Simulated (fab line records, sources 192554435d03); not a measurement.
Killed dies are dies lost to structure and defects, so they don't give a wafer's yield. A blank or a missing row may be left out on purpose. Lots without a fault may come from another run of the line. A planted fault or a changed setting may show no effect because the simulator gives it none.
Which tool did it? | flow n5_finfet | 24 lots, 72 wafers sampled, at 6 steps of a route of 1938

WHAT THE GAUGES READ, wafer by wafer
N5_BEOL_M6_THK_MEAS_53: measures by xrf.
lot  | measured     | on            | M6_THK (nm)
L075 | day 9 11:05  | film_metro-02 | 78.4 79.9 76.5
L074 | day 9 11:21  | film_metro-01 | 78.4 77.2 79.4
L076 | day 9 14:01  | film_metro-02 | 79.2 77.5 79.0
L077 | day 9 20:28  | film_metro-01 | 76.0 77.0 77.1
L078 | day 9 20:55  | film_metro-01 | 76.8 79.3 77.7
L079 | day 9 22:32  | film_metro-02 | 78.2 78.6 76.9
L080 | day 10 14:43 | film_metro-02 | 83.7 81.9 79.4
L081 | day 10 18:45 | film_metro-02 | 79.9 80.6 78.9
L082 | day 11 07:29 | film_metro-02 | 77.7 78.4 77.1
L083 | day 11 14:39 | film_metro-02 | 78.6 82.7 80.0
L084 | day 11 19:12 | film_metro-02 | 78.8 79.2 77.4
L085 | day 11 23:10 | film_metro-01 | 78.8 80.7 79.1
L087 | day 12 09:54 | film_metro-02 | 77.2 77.4 77.2
L088 | day 12 10:31 | film_metro-02 | 79.2 78.6 80.3
L086 | day 12 12:47 | film_metro-01 | 77.0 77.2 78.3
L089 | day 12 13:10 | film_metro-01 | 80.3 81.3 80.4
L090 | day 13 00:22 | film_metro-01 | 79.5 79.7 78.5
L092 | day 13 12:43 | film_metro-01 | 77.7 78.3 76.6
L091 | day 13 15:04 | film_metro-02 | 77.0 77.9 76.6
L093 | day 13 17:25 | film_metro-02 | 79.0 80.7 78.8
L094 | day 14 02:23 | film_metro-02 | 77.6 79.2 77.6
L095 | day 14 02:53 | film_metro-02 | 76.8 76.7 76.6
L096 | day 14 10:39 | film_metro-01 | 75.9 77.6 76.9
L097 | day 14 15:14 | film_metro-01 | 79.1 76.9 79.6

N5_BEOL_M7_OVL_MEAS_12.
lot  | measured     | on         | M7_OVL (nm)
L075 | day 9 12:29  | overlay-01 | 1.1 0.6 0.5
L074 | day 9 14:17  | overlay-02 | 0.1 -0.1 0.0
L076 | day 9 17:30  | overlay-01 | 0.0 -0.2 -0.5
L077 | day 9 22:25  | overlay-01 | -0.3 0.4 -1.4
L078 | day 10 00:02 | overlay-02 | -0.7 -0.2 -0.1
L079 | day 10 03:43 | overlay-02 | 0.9 1.4 1.0
L080 | day 10 16:07 | overlay-01 | -2.0 -1.9 -0.9
L081 | day 10 22:14 | overlay-02 | -0.4 -0.3 -1.1
L082 | day 11 12:08 | overlay-01 | 0.1 0.4 -1.0
L083 | day 11 16:03 | overlay-02 | -1.3 -2.9 -1.3
L084 | day 11 22:28 | overlay-01 | -1.2 -0.6 -0.8
L085 | day 12 04:39 | overlay-01 | -1.0 -1.0 -0.4
L087 | day 12 11:42 | overlay-02 | -0.4 -0.6 -1.1
L088 | day 12 12:04 | overlay-01 | -0.2 0.7 -1.4
L086 | day 12 15:56 | overlay-02 | -1.1 -1.0 -1.4
L089 | day 12 15:46 | overlay-02 | -0.2 -1.0 -0.1
L090 | day 13 02:28 | overlay-01 | 0.4 0.0 -0.6
L092 | day 13 16:18 | overlay-01 | -0.7 -0.6 -0.3
L091 | day 13 19:14 | overlay-02 | 0.5 -0.1 -0.8
L093 | day 13 19:44 | overlay-01 | -0.3 0.2 -0.5
L094 | day 14 05:56 | overlay-02 | 0.5 -1.2 -0.2
L095 | day 14 04:49 | overlay-02 | 0.3 1.2 0.2
L096 | day 14 14:23 | overlay-01 | -0.6 1.2 -0.5
L097 | day 14 16:51 | overlay-01 | -0.2 -0.1 0.1

N5_BEOL_M7_OCD_MEAS_38.
lot  | measured     | on     | trench_depth_nm (nm)
L075 | day 9 13:59  | ocd-01 | 92.0 92.1 91.3
L074 | day 9 17:30  | ocd-01 | 92.0 93.4 94.0
L076 | day 9 19:29  | ocd-02 | 94.6 92.3 92.4
L077 | day 9 23:55  | ocd-01 | 93.5 95.4 95.0
L078 | day 10 03:08 | ocd-02 | 93.9 93.3 92.7
L079 | day 10 05:23 | ocd-02 | 93.5 92.3 92.0
L080 | day 10 17:43 | ocd-01 | 92.8 90.8 91.4
L081 | day 11 01:56 | ocd-02 | 92.3 92.0 91.5
L082 | day 11 14:44 | ocd-02 | 93.5 92.9 94.7
L083 | day 11 18:41 | ocd-01 | 91.9 94.4 93.1
L084 | day 12 04:09 | ocd-01 | 94.7 92.7 92.5
L085 | day 12 07:45 | ocd-01 | 92.4 91.0 95.1
L087 | day 12 16:56 | ocd-02 | 92.5 92.3 93.0
L088 | day 12 17:24 | ocd-01 | 92.9 91.1 95.6
L086 | day 12 21:28 | ocd-01 | 93.5 92.6 93.0
L089 | day 12 20:48 | ocd-02 | 93.3 90.8 93.3
L090 | day 13 04:40 | ocd-01 | 92.2 89.4 89.4
L092 | day 13 18:52 | ocd-02 | 93.7 92.1 91.8
L091 | day 13 20:57 | ocd-02 | 93.4 90.5 93.6
L093 | day 13 22:34 | ocd-01 | 97.0 94.4 96.1
L094 | day 14 07:47 | ocd-02 | 94.7 92.4 93.8
L095 | day 14 06:23 | ocd-02 | 94.9 90.7 92.3
L096 | day 14 15:56 | ocd-02 | 96.6 92.1 95.6
L097 | day 14 20:28 | ocd-02 | 93.8 93.7 92.4

WHICH TOOL RAN EACH LOT (tool, then ch and the chambers of the sampled wafers, then the start)
lot  | N5_BEOL_M7_ILD_DEP_00           | N5_BEOL_M7_CURE_74            | N5_BEOL_M7_TRENCH_ETCH_37
L075 | pecvd-01 ch 0,1,2, day 9 11:16  | uv_cure-02 ch 2, day 9 11:29  | rie_diel-06 ch 0,1, day 9 13:59 or earlier
L074 | pecvd-01 ch 0,2, day 9 11:32    | uv_cure-02 ch 1, day 9 11:58  | rie_diel-06 ch 0,2,3, day 9 17:30 or earlier
L076 | pecvd-01 ch 0,1,2, day 9 14:13  | uv_cure-01 ch 0, day 9 14:26  | rie_diel-02 ch 0,2, day 9 19:29 or earlier
L077 | pecvd-01 ch 1,2, day 9 20:40    | uv_cure-01 ch 1, day 9 20:44  | rie_diel-04 ch 2,3, day 9 23:55 or earlier
L078 | pecvd-03 ch 0,1,2, day 9 21:08  | uv_cure-03 ch 2, day 9 21:46  | rie_diel-06 ch 0,1, day 10 03:08 or earlier
L079 | pecvd-01 ch 0,1,2, day 9 22:46  | uv_cure-01 ch 1, day 9 23:46  | rie_diel-02 ch 1,2, day 10 05:23 or earlier
L080 | pecvd-03 ch 0,1,2, day 10 14:54 | uv_cure-02 ch 0, day 10 15:02 | rie_diel-02 ch 0,1, day 10 17:43 or earlier
L081 | pecvd-04 ch 1,2, day 10 18:59   | uv_cure-03 ch 2, day 10 19:02 | rie_diel-02 ch 0,2, day 11 01:56 or earlier
L082 | pecvd-03 ch 1,2, day 11 07:41   | uv_cure-02 ch 0, day 11 07:45 | rie_diel-02 ch 1,2,3, day 11 14:44 or earlier
L083 | pecvd-01 ch 0,2, day 11 14:50   | uv_cure-03 ch 0, day 11 14:55 | rie_diel-02 ch 1,2,3, day 11 18:41 or earlier
L084 | pecvd-03 ch 0,1,2, day 11 19:23 | uv_cure-01 ch 1, day 11 19:32 | rie_diel-02 ch 1,2,3, day 12 04:09 or earlier
L085 | pecvd-03 ch 0,1, day 11 23:23   | uv_cure-02 ch 1, day 11 23:37 | rie_diel-02 ch 0,2,3, day 12 07:45 or earlier
L087 | pecvd-01 ch 0,2, day 12 10:06   | uv_cure-03 ch 1, day 12 10:15 | rie_diel-02 ch 0,1,2, day 12 16:56 or earlier
L088 | pecvd-01 ch 0,1,2, day 12 10:43 | uv_cure-03 ch 1, day 12 11:00 | rie_diel-02 ch 0,1,3, day 12 17:24 or earlier
L086 | pecvd-01 ch 2, day 12 12:58     | uv_cure-01 ch 2, day 12 13:22 | rie_diel-06 ch 2,3, day 12 21:28 or earlier
L089 | pecvd-01 ch 1,2, day 12 13:21   | uv_cure-02 ch 0, day 12 13:26 | rie_diel-02 ch 0,1,2, day 12 20:48 or earlier
L090 | pecvd-04 ch 1,2, day 13 00:34   | uv_cure-03 ch 0, day 13 00:38 | rie_diel-02 ch 0,2, day 13 04:40 or earlier
L092 | pecvd-03 ch 1,2, day 13 12:55   | uv_cure-02 ch 0, day 13 13:17 | rie_diel-06 ch 0,3, day 13 18:52 or earlier
L091 | pecvd-04 ch 0,1,2, day 13 15:15 | uv_cure-02 ch 2, day 13 15:19 | rie_diel-06 ch 0,2,3, day 13 20:57 or earlier
L093 | pecvd-04 ch 0,1,2, day 13 17:37 | uv_cure-03 ch 2, day 13 17:41 | rie_diel-06 ch 0,1, day 13 22:34 or earlier
L094 | pecvd-01 ch 0,1,2, day 14 02:35 | uv_cure-02 ch 2, day 14 02:38 | rie_diel-02 ch 0,2,3, day 14 07:47 or earlier
L095 | pecvd-01 ch 0,1,2, day 14 03:05 | uv_cure-03 ch 0, day 14 03:14 | rie_diel-02 ch 0,2,3, day 14 06:23 or earlier
L096 | pecvd-03 ch 1,2, day 14 10:51   | uv_cure-01 ch 2, day 14 11:04 | rie_diel-02 ch 1,2, day 14 15:56 or earlier
L097 | pecvd-04 ch 1,2, day 14 15:27   | uv_cure-01 ch 1, day 14 15:45 | rie_diel-06 ch 2,3, day 14 20:28 or earlier
- N5_BEOL_M7_ILD_DEP_00: deposits SiCOH lowk from DEMS/porogen, target thk 179.75 nm, time 33.4 s.
- N5_BEOL_M7_CURE_74: cures SiCOH lowk, time 240 s.
- N5_BEOL_M7_TRENCH_ETCH_37: etches SiCOH lowk in C4F6/O2, target depth 93.478 nm, time 31.2 s.

WHAT THE TOOLS THEMSELVES READ (means of the sampled wafers that have a number; where no wafer has one, the mark that the record gives instead)
N5_BEOL_M7_ILD_DEP_00.
lot  | tool     | heater_power_outer_w (W) | heater_power_w (W) | showerhead_plenum_p_Torr (Torr) | throttle_valve_pct (%)
L075 | pecvd-01 | 149                      | 316                | 5.717                           | 13.9
L074 | pecvd-01 | 145                      | 310                | 5.702                           | 13.7
L076 | pecvd-01 | 158                      | 327                | 5.728                           | 14.0
L077 | pecvd-01 | 181                      | 362                | 5.720                           | 13.5
L078 | pecvd-03 | 140                      | 315                | 5.745                           | 13.3
L079 | pecvd-01 | 166                      | 335                | 5.724                           | 13.8
L080 | pecvd-03 | 145                      | 324                | 5.740                           | 13.5
L081 | pecvd-04 | 150                      | 327                | 5.745                           | 14.4
L082 | pecvd-03 | 145                      | 303                | 5.736                           | 13.1
L083 | pecvd-01 | 152                      | 316                | 5.701                           | 13.5
L084 | pecvd-03 | 140                      | 313                | 5.741                           | 13.6
L085 | pecvd-03 | 129                      | 290                | 5.738                           | 13.5
L087 | pecvd-01 | 136                      | 298                | 5.703                           | 14.0
L088 | pecvd-01 | 154                      | 321                | 5.732                           | 14.0
L086 | pecvd-01 | 134                      | 298                | 5.697                           | 13.2
L089 | pecvd-01 | 155                      | 329                | 5.735                           | 13.6
L090 | pecvd-04 | 191                      | 383                | 5.751                           | 14.2
L092 | pecvd-03 | 148                      | 305                | 5.725                           | 13.2
L091 | pecvd-04 | 171                      | 341                | 5.744                           | 13.8
L093 | pecvd-04 | 175                      | 345                | 5.760                           | 13.9
L094 | pecvd-01 | 174                      | 349                | 5.725                           | 13.9
L095 | pecvd-01 | 164                      | 336                | 5.719                           | 14.1
L096 | pecvd-03 | 154                      | 310                | 5.724                           | 13.1
L097 | pecvd-04 | 164                      | 339                | 5.755                           | 13.7

N5_BEOL_M7_CURE_74.
lot  | tool       | lamp_power_pct (%) | wafer_temp_C_max
L075 | uv_cure-02 | 52.29              | 387.5
L074 | uv_cure-02 | 52.29              | 386.0
L076 | uv_cure-01 | 52.28              | 385.8
L077 | uv_cure-01 | 52.38              | 386.9
L078 | uv_cure-03 | 52.28              | 386.6
L079 | uv_cure-01 | 52.33              | 386.8
L080 | uv_cure-02 | 52.30              | 387.7
L081 | uv_cure-03 | 52.32              | 386.6
L082 | uv_cure-02 | 52.32              | 387.9
L083 | uv_cure-03 | 52.32              | 386.7
L084 | uv_cure-01 | 52.32              | 387.0
L085 | uv_cure-02 | 52.31              | 385.7
L087 | uv_cure-03 | 52.27              | 386.6
L088 | uv_cure-03 | 52.31              | 386.5
L086 | uv_cure-01 | 52.34              | 387.8
L089 | uv_cure-02 | 52.31              | 386.9
L090 | uv_cure-03 | 52.30              | 387.4
L092 | uv_cure-02 | 52.35              | 387.2
L091 | uv_cure-02 | 52.29              | 386.8
L093 | uv_cure-03 | 52.28              | 386.6
L094 | uv_cure-02 | 52.35              | 387.4
L095 | uv_cure-03 | 52.28              | 387.0
L096 | uv_cure-01 | 52.29              | 388.9
L097 | uv_cure-01 | 52.35              | 386.9

N5_BEOL_M7_TRENCH_ETCH_37.
lot  | tool        | drypump_motor_current_A (A) | mfc_ar_sccm (sccm) | oes_product_au (a.u.) | rf_vpp_V (V) | showerhead_plenum_p_Torr (Torr) | throttle_valve_pct (%)
L075 | rie_diel-06 | 5.93                        | 299.8              | 0.69                  | 676          | 2.91                            | 21.06
L074 | rie_diel-06 | 5.91                        | 298.8              | 0.74                  | 672          | 2.87                            | 21.15
L076 | rie_diel-02 | 5.84                        | 300.0              | 0.76                  | 665          | 2.81                            | 21.05
L077 | rie_diel-04 | 5.59                        | 300.2              | 0.78                  | 663          | 2.81                            | 20.87
L078 | rie_diel-06 | 5.88                        | 298.8              | 0.69                  | 673          | 2.91                            | 21.17
L079 | rie_diel-02 | 5.51                        | 300.2              | 0.74                  | 664          | 2.76                            | 20.92
L080 | rie_diel-02 | 6.03                        | 299.6              | 0.72                  | 667          | 2.83                            | 21.22
L081 | rie_diel-02 | 5.84                        | 299.5              | 0.75                  | 665          | 2.80                            | 21.06
L082 | rie_diel-02 | 5.59                        | 299.6              | 0.81                  | 663          | 2.82                            | 20.93
L083 | rie_diel-02 | 5.61                        | 301.2              | 0.81                  | 663          | 2.82                            | 20.94
L084 | rie_diel-02 | 5.60                        | 300.3              | 0.80                  | 663          | 2.81                            | 20.93
L085 | rie_diel-02 | 5.67                        | 300.0              | 0.82                  | 663          | 2.82                            | 20.92
L087 | rie_diel-02 | 5.76                        | 300.1              | 0.73                  | 665          | 2.79                            | 21.11
L088 | rie_diel-02 | 5.86                        | 299.8              | 0.79                  | 666          | 2.84                            | 21.10
L086 | rie_diel-06 | 5.91                        | 299.0              | 0.73                  | 672          | 2.87                            | 21.12
L089 | rie_diel-02 | 5.77                        | 300.1              | 0.71                  | 666          | 2.79                            | 21.11
L090 | rie_diel-02 | 5.84                        | 299.6              | 0.72                  | 665          | 2.79                            | 21.09
L092 | rie_diel-06 | 6.06                        | 300.0              | 0.81                  | 671          | 2.79                            | 21.06
L091 | rie_diel-06 | 5.91                        | 299.4              | 0.78                  | 671          | 2.86                            | 21.08
L093 | rie_diel-06 | 5.92                        | 299.8              | 0.91                  | 675          | 2.90                            | 20.71
L094 | rie_diel-02 | 5.66                        | 299.8              | 0.79                  | 662          | 2.82                            | 20.95
L095 | rie_diel-02 | 5.66                        | 299.6              | 0.79                  | 662          | 2.82                            | 20.94
L096 | rie_diel-02 | 5.70                        | 299.0              | 0.88                  | 665          | 2.77                            | 20.89
L097 | rie_diel-06 | 5.91                        | 299.9              | 0.72                  | 672          | 2.87                            | 21.13

THE ANSWER, worked out from the rows above alone
Rule: what is usual is taken from the lots themselves. Put in order of their means at a reading, lots are off if they are a third of the lots or fewer, leave a main group of 4 or more, and stand apart from it by a gap of 3 or more times the standard deviation of the main group's means; of several such gaps the widest counts. A main group whose means are all the same, to the digits that the tables above print for the reading, isn't used. A lot without any number at a reading at which 4 lots or more have one is off too. The other lots that the step has rows for count as sound. The gauges are gone through in route order, then the tools' own readings, and for those a lot's mean is taken as printed above. The first step at which some lot is off is used, and at that step the reading that is off furthest; a lot without a number counts as furthest.
No lot is off at any reading shown: from this, nothing can be told.

WHAT THE SIMULATOR HAD PUT IN
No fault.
